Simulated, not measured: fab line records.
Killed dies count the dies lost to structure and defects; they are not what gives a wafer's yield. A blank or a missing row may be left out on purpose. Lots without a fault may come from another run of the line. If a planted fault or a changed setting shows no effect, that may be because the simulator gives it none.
Which tool was responsible? :: flow nand harc :: Sampling: 11 lots, 33 wafers, 5 of 1302 route steps

## WHAT THE GAUGES SHOWED, per wafer
NHARC_END_SORT_01. Usual: killed at array 58, standard deviation 22; killed at other 1.0, standard deviation 1.3; killed at periphery 5, standard deviation 3.4; killed dies 64, standard deviation 22; killed open 3.6, standard deviation 1.8; killed short 2.4, standard deviation 1.7.
lot: L577
measured: day 30 22:19
on: prober-01
killed at array: 666 676 672
killed at other: 5 0 0
killed at periphery: 6 1 5
killed dies: 677 677 677
killed open: 3 5 4
killed short: 4 4 2
flag: OFF

lot: L578
measured: day 31 03:25
on: prober-02
killed at array: 665 669 671
killed at other: 1 0 0
killed at periphery: 11 8 6
killed dies: 677 677 677
killed open: 3 8 3
killed short: 1 0 3
flag: OFF

lot: L579
measured: day 32 06:52
on: prober-01
killed at array: 669 669 673
killed at other: 4 0 3
killed at periphery: 4 8 1
killed dies: 677 677 677
killed open: 4 4 1
killed short: 3 2 2
flag: OFF

## WHICH TOOL RAN EACH LOT (tool, then ch and the chambers of the sampled wafers, then the start)
lot: L562
NHARC_A_CONTACT_ETCH_102: rie diel-10 ch 0,1, day 22 05:55
NHARC_A_CONTACT_DEP_57: acl dep-01 ch 0, day 22 07:43
NHARC_A_CONTACT_ETCH_75: rie diel-05 ch 1,2, day 22 11:07
NHARC_A_CONTACT_ETCH_127: har cap etch-02 ch 0,1, day 22 13:11

lot: L565
NHARC_A_CONTACT_ETCH_102: rie diel-05 ch 0,1,3, day 23 02:30
NHARC_A_CONTACT_DEP_57: acl dep-03 ch 0, day 23 03:09
NHARC_A_CONTACT_ETCH_75: rie diel-01 ch 0,1, day 23 07:14
NHARC_A_CONTACT_ETCH_127: har cap etch-03 ch 0,1, day 23 09:16

lot: L567
NHARC_A_CONTACT_ETCH_102: rie diel-10 ch 0,2,3, day 23 23:59
NHARC_A_CONTACT_DEP_57: acl dep-02 ch 0, day 24 03:48
NHARC_A_CONTACT_ETCH_75: rie diel-05 ch 1,2,3, day 24 08:07
NHARC_A_CONTACT_ETCH_127: har cap etch-03 ch 0,1, day 24 10:08

lot: L568
NHARC_A_CONTACT_ETCH_102: rie diel-05 ch 0,1,2, day 24 15:55
NHARC_A_CONTACT_DEP_57: acl dep-01 ch 0, day 24 18:33
NHARC_A_CONTACT_ETCH_75: rie diel-05 ch 0,2, day 24 22:17
NHARC_A_CONTACT_ETCH_127: har cap etch-03 ch 1, day 25 02:42

lot: L570
NHARC_A_CONTACT_ETCH_102: rie diel-05 ch 1,3, day 25 03:54
NHARC_A_CONTACT_DEP_57: acl dep-02 ch 0, day 25 06:05
NHARC_A_CONTACT_ETCH_75: rie diel-01 ch 0,1,3, day 25 09:32
NHARC_A_CONTACT_ETCH_127: har cap etch-03 ch 0,1, day 25 11:35

lot: L577
NHARC_A_CONTACT_ETCH_102: rie diel-05 ch 0,2,3, day 28 06:41
NHARC_A_CONTACT_DEP_57: acl dep-01 ch 0, day 28 08:14
NHARC_A_CONTACT_ETCH_75: rie diel-05 ch 1,2,3, day 28 12:22
NHARC_A_CONTACT_ETCH_127: har cap etch-01 ch 0,1, day 28 14:33

lot: L578
NHARC_A_CONTACT_ETCH_102: rie diel-05 ch 1,2, day 28 09:52
NHARC_A_CONTACT_DEP_57: acl dep-03 ch 0, day 28 11:48
NHARC_A_CONTACT_ETCH_75: rie diel-05 ch 0,1,2, day 28 16:05
NHARC_A_CONTACT_ETCH_127: har cap etch-02 ch 0,1, day 28 18:07

lot: L579
NHARC_A_CONTACT_ETCH_102: rie diel-10 ch 1,2, day 29 15:02
NHARC_A_CONTACT_DEP_57: acl dep-03 ch 0, day 29 16:14
NHARC_A_CONTACT_ETCH_75: rie diel-05 ch 0,2,3, day 29 19:58
NHARC_A_CONTACT_ETCH_127: har cap etch-01 ch 0,1, day 29 22:31

lot: L582
NHARC_A_CONTACT_ETCH_102: rie diel-01 ch 1,2,3, day 30 09:05
NHARC_A_CONTACT_DEP_57: acl dep-01 ch 0, day 30 11:26
NHARC_A_CONTACT_ETCH_75: rie diel-05 ch 0,2, day 30 15:41
NHARC_A_CONTACT_ETCH_127: har cap etch-03 ch 0,1, day 30 17:58

lot: L583
NHARC_A_CONTACT_ETCH_102: rie diel-05 ch 0,2,3, day 30 20:17
NHARC_A_CONTACT_DEP_57: acl dep-03 ch 0, day 30 22:01
NHARC_A_CONTACT_ETCH_75: rie diel-05 ch 0,1,2, day 31 01:34
NHARC_A_CONTACT_ETCH_127: har cap etch-03 ch 0, day 31 03:37

lot: L584
NHARC_A_CONTACT_ETCH_102: rie diel-05 ch 1,2, day 31 02:41
NHARC_A_CONTACT_DEP_57: acl dep-02 ch 0, day 31 04:25
NHARC_A_CONTACT_ETCH_75: rie diel-05 ch 0,1,2, day 31 07:38
NHARC_A_CONTACT_ETCH_127: har cap etch-02 ch 0,1, day 31 09:53
- NHARC_A_CONTACT_ETCH_102: etches the open film in CF4/O2, target depth 100 nm, overetch 10 nm, time 55 s.
- NHARC_A_CONTACT_DEP_57: deposits aC, target thk 5300 nm.
- NHARC_A_CONTACT_ETCH_75: etches the open film in CF4, target depth 39 nm, time 65 s.
- NHARC_A_CONTACT_ETCH_127: etches the open film in C4F8/O2/Ar, time 197 s, target depth 1918 nm.

## AS READ BY THE TOOLS THEMSELVES (means over the sampled wafers that have a number; for cases with no such wafer, the mark the record gives instead)
NHARC_A_CONTACT_ETCH_102. Usual: for bias w, 100.0 W with a standard deviation of 0.31; for cf4 flow sccm, 80.02 sccm with a standard deviation of 0.21; for drypump motor current A, 5.76 A with a standard deviation of 0.3; for oes product au, 1.000 a.u. with a standard deviation of 0.015; for rf vpp V, 198.1 V with a standard deviation of 1.3; for showerhead plenum p Torr, 1.35 Torr with a standard deviation of 0.05; for throttle valve pct, 13.399 % with a standard deviation of 0.0099.
lot: L562
tool: rie diel-10
bias w (W): 100.3
cf4 flow sccm (sccm): 80.11
drypump motor current A (A): 5.65
oes product au (a.u.): 1.014
rf vpp V (V): 198.4
showerhead plenum p Torr (Torr): 1.37
throttle valve pct (%): 13.390
flag: 

lot: L565
tool: rie diel-05
bias w (W): 100.1
cf4 flow sccm (sccm): 80.22
drypump motor current A (A): 5.79
oes product au (a.u.): 0.994
rf vpp V (V): 198.0
showerhead plenum p Torr (Torr): 1.36
throttle valve pct (%): 13.392
flag: 

lot: L567
tool: rie diel-10
bias w (W): 99.9
cf4 flow sccm (sccm): 79.92
drypump motor current A (A): 5.60
oes product au (a.u.): 1.006
rf vpp V (V): 199.8
showerhead plenum p Torr (Torr): 1.41
throttle valve pct (%): 13.395
flag: 

lot: L568
tool: rie diel-05
bias w (W): 99.9
cf4 flow sccm (sccm): 80.06
drypump motor current A (A): 5.92
oes product au (a.u.): 0.992
rf vpp V (V): 197.4
showerhead plenum p Torr (Torr): 1.32
throttle valve pct (%): 13.405
flag: 

lot: L570
tool: rie diel-05
bias w (W): 99.9
cf4 flow sccm (sccm): 79.94
drypump motor current A (A): 5.89
oes product au (a.u.): 0.991
rf vpp V (V): 198.5
showerhead plenum p Torr (Torr): 1.36
throttle valve pct (%): 13.398
flag: 

lot: L577
tool: rie diel-05
bias w (W): 100.2
cf4 flow sccm (sccm): 79.92
drypump motor current A (A): 5.84
oes product au (a.u.): 0.994
rf vpp V (V): 197.4
showerhead plenum p Torr (Torr): 1.33
throttle valve pct (%): 13.394
flag: 

lot: L578
tool: rie diel-05
bias w (W): 100.2
cf4 flow sccm (sccm): 80.13
drypump motor current A (A): 6.05
oes product au (a.u.): 1.005
rf vpp V (V): 197.0
showerhead plenum p Torr (Torr): 1.30
throttle valve pct (%): 13.412
flag: 

lot: L579
tool: rie diel-10
bias w (W): 100.1
cf4 flow sccm (sccm): 79.90
drypump motor current A (A): 5.51
oes product au (a.u.): 0.998
rf vpp V (V): 199.5
showerhead plenum p Torr (Torr): 1.39
throttle valve pct (%): 13.402
flag: 

lot: L582
tool: rie diel-01
bias w (W): 100.3
cf4 flow sccm (sccm): 80.06
drypump motor current A (A): 5.83
oes product au (a.u.): 1.008
rf vpp V (V): 197.9
showerhead plenum p Torr (Torr): 1.37
throttle valve pct (%): 13.409
flag: 

lot: L583
tool: rie diel-05
bias w (W): 99.9
cf4 flow sccm (sccm): 79.87
drypump motor current A (A): 5.80
oes product au (a.u.): 0.998
rf vpp V (V): 197.7
showerhead plenum p Torr (Torr): 1.33
throttle valve pct (%): 13.407
flag: 

lot: L584
tool: rie diel-05
bias w (W): 99.7
cf4 flow sccm (sccm): 79.99
drypump motor current A (A): 6.04
oes product au (a.u.): 1.009
rf vpp V (V): 196.3
showerhead plenum p Torr (Torr): 1.29
throttle valve pct (%): 13.398
flag: 

NHARC_A_CONTACT_DEP_57. Usual: 35.000 % for throttle valve pct, sd 0.0086.
lot: L562
tool: acl dep-01
throttle valve pct (%): 34.991
flag: 

lot: L565
tool: acl dep-03
throttle valve pct (%): 35.000
flag: 

lot: L567
tool: acl dep-02
throttle valve pct (%): 35.003
flag: 

lot: L568
tool: acl dep-01
throttle valve pct (%): 35.002
flag: 

lot: L570
tool: acl dep-02
throttle valve pct (%): 35.002
flag: 

lot: L577
tool: acl dep-01
throttle valve pct (%): 34.990
flag: 

lot: L578
tool: acl dep-03
throttle valve pct (%): 35.000
flag: 

lot: L579
tool: acl dep-03
throttle valve pct (%): 35.003
flag: 

lot: L582
tool: acl dep-01
throttle valve pct (%): 35.002
flag: 

lot: L583
tool: acl dep-03
throttle valve pct (%): 34.999
flag: 

lot: L584
tool: acl dep-02
throttle valve pct (%): 34.997
flag: 

NHARC_A_CONTACT_ETCH_75. Usual: for bias w, 100.0 W with a standard deviation of 0.3; for cf4 flow sccm, 150.0 sccm with a standard deviation of 0.47; for drypump motor current A, 5.80 A with a standard deviation of 0.27; for oes product au, 0.998 a.u. with a standard deviation of 0.014; for rf vpp V, 151.4 V with a standard deviation of 1.1; for showerhead plenum p Torr, 1.78 Torr with a standard deviation of 0.057; for throttle valve pct, 13.285 % with a standard deviation of 0.0091.
lot: L562
tool: rie diel-05
bias w (W): 99.7
cf4 flow sccm (sccm): 150.0
drypump motor current A (A): 6.04
oes product au (a.u.): 0.999
rf vpp V (V): 151.2
showerhead plenum p Torr (Torr): 1.72
throttle valve pct (%): 13.284
flag: 

lot: L565
tool: rie diel-01
bias w (W): 100.0
cf4 flow sccm (sccm): 149.4
drypump motor current A (A): 5.18
oes product au (a.u.): 1.012
rf vpp V (V): 151.5
showerhead plenum p Torr (Torr): 1.75
throttle valve pct (%): 13.289
flag: 

lot: L567
tool: rie diel-05
bias w (W): 100.1
cf4 flow sccm (sccm): 150.4
drypump motor current A (A): 5.90
oes product au (a.u.): 1.000
rf vpp V (V): 152.1
showerhead plenum p Torr (Torr): 1.77
throttle valve pct (%): 13.291
flag: 

lot: L568
tool: rie diel-05
bias w (W): 100.2
cf4 flow sccm (sccm): 150.5
drypump motor current A (A): 5.82
oes product au (a.u.): 1.002
rf vpp V (V): 150.5
showerhead plenum p Torr (Torr): 1.75
throttle valve pct (%): 13.282
flag: 

lot: L570
tool: rie diel-01
bias w (W): 99.9
cf4 flow sccm (sccm): 150.0
drypump motor current A (A): 5.50
oes product au (a.u.): 1.005
rf vpp V (V): 151.5
showerhead plenum p Torr (Torr): 1.78
throttle valve pct (%): 13.279
flag: 

lot: L577
tool: rie diel-05
bias w (W): -
cf4 flow sccm (sccm): -
drypump motor current A (A): -
oes product au (a.u.): -
rf vpp V (V): -
showerhead plenum p Torr (Torr): -
throttle valve pct (%): -
flag: OFF

lot: L578
tool: rie diel-05
bias w (W): -
cf4 flow sccm (sccm): -
drypump motor current A (A): -
oes product au (a.u.): -
rf vpp V (V): -
showerhead plenum p Torr (Torr): -
throttle valve pct (%): -
flag: OFF

lot: L579
tool: rie diel-05
bias w (W): -
cf4 flow sccm (sccm): -
drypump motor current A (A): -
oes product au (a.u.): -
rf vpp V (V): -
showerhead plenum p Torr (Torr): -
throttle valve pct (%): -
flag: OFF

lot: L582
tool: rie diel-05
bias w (W): 100.1
cf4 flow sccm (sccm): 149.7
drypump motor current A (A): 5.83
oes product au (a.u.): 1.004
rf vpp V (V): 151.2
showerhead plenum p Torr (Torr): 1.74
throttle valve pct (%): 13.287
flag: 

lot: L583
tool: rie diel-05
bias w (W): 100.0
cf4 flow sccm (sccm): 150.1
drypump motor current A (A): 5.91
oes product au (a.u.): 0.994
rf vpp V (V): 150.2
showerhead plenum p Torr (Torr): 1.74
throttle valve pct (%): 13.279
flag: 

lot: L584
tool: rie diel-05
bias w (W): 100.2
cf4 flow sccm (sccm): 150.0
drypump motor current A (A): 5.89
oes product au (a.u.): 1.000
rf vpp V (V): 150.7
showerhead plenum p Torr (Torr): 1.74
throttle valve pct (%): 13.282
flag: 

NHARC_A_CONTACT_ETCH_127. Usual: chamber pressure mTorr 20.001 mTorr, standard deviation 0.019; oes air line au 1.000 a.u., standard deviation 0.019.
lot: L562
tool: har cap etch-02
chamber pressure mTorr (mTorr): 20.015
oes air line au (a.u.): 1.003
flag: 

lot: L565
tool: har cap etch-03
chamber pressure mTorr (mTorr): 19.999
oes air line au (a.u.): 0.978
flag: 

lot: L567
tool: har cap etch-03
chamber pressure mTorr (mTorr): 20.006
oes air line au (a.u.): 1.011
flag: 

lot: L568
tool: har cap etch-03
chamber pressure mTorr (mTorr): 19.992
oes air line au (a.u.): 0.994
flag: 

lot: L570
tool: har cap etch-03
chamber pressure mTorr (mTorr): 20.005
oes air line au (a.u.): 0.996
flag: 

lot: L577
tool: har cap etch-01
chamber pressure mTorr (mTorr): 20.001
oes air line au (a.u.): 0.982
flag: 

lot: L578
tool: har cap etch-02
chamber pressure mTorr (mTorr): 19.984
oes air line au (a.u.): 0.986
flag: 

lot: L579
tool: har cap etch-01
chamber pressure mTorr (mTorr): 20.000
oes air line au (a.u.): 0.984
flag: 

lot: L582
tool: har cap etch-03
chamber pressure mTorr (mTorr): 20.023
oes air line au (a.u.): 0.994
flag: 

lot: L583
tool: har cap etch-03
chamber pressure mTorr (mTorr): 20.013
oes air line au (a.u.): 1.011
flag: 

lot: L584
tool: har cap etch-02
chamber pressure mTorr (mTorr): 19.998
oes air line au (a.u.): 0.978
flag: 

## THE ANSWER, worked out from the rows above alone
Rule: lot off if the mean of its wafers having a number is beyond 3 standard deviations from the usual mean. Also off: a lot with no number at a reading for which 4 or more lots have one. Where the step has rows for the other lots, those lots are counted as sound. Order of review: gauges by route order, followed by the tools' own readings, for which a lot's mean as printed above is used. The first step at which some lot is off is used, and at that step the reading that is off furthest; a lot without a number counts as furthest.
Off: L577, L578, L579, at NHARC_END_SORT_01 (killed at array). Neither off nor sound, because the step has no rows for them: L562, L565, L567, L568, L570, L582, L583, L584.
A tool fits if, at a process step before that reading, it ran every lot that is off, and no sound lot after the first of them. The gauges at NHARC_END_SORT_01 aren't tried: what is off there is off at NHARC_A_CONTACT_ETCH_75 too, on other tools, and a gauge's error can't cause that. One fits: NHARC_A_CONTACT_ETCH_75 on rie diel-05. It ran no sound lot before its first lot that is off in this sample, so the start can't be narrowed down.

## WHAT THE SIMULATOR HAD PUT IN
At NHARC_A_CONTACT_ETCH_75, the step was skipped entirely on rie diel-05 from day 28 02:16 on. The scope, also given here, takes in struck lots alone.
Struck lots among those shown: L577, L578, L579. The rule given above showed the same thing.
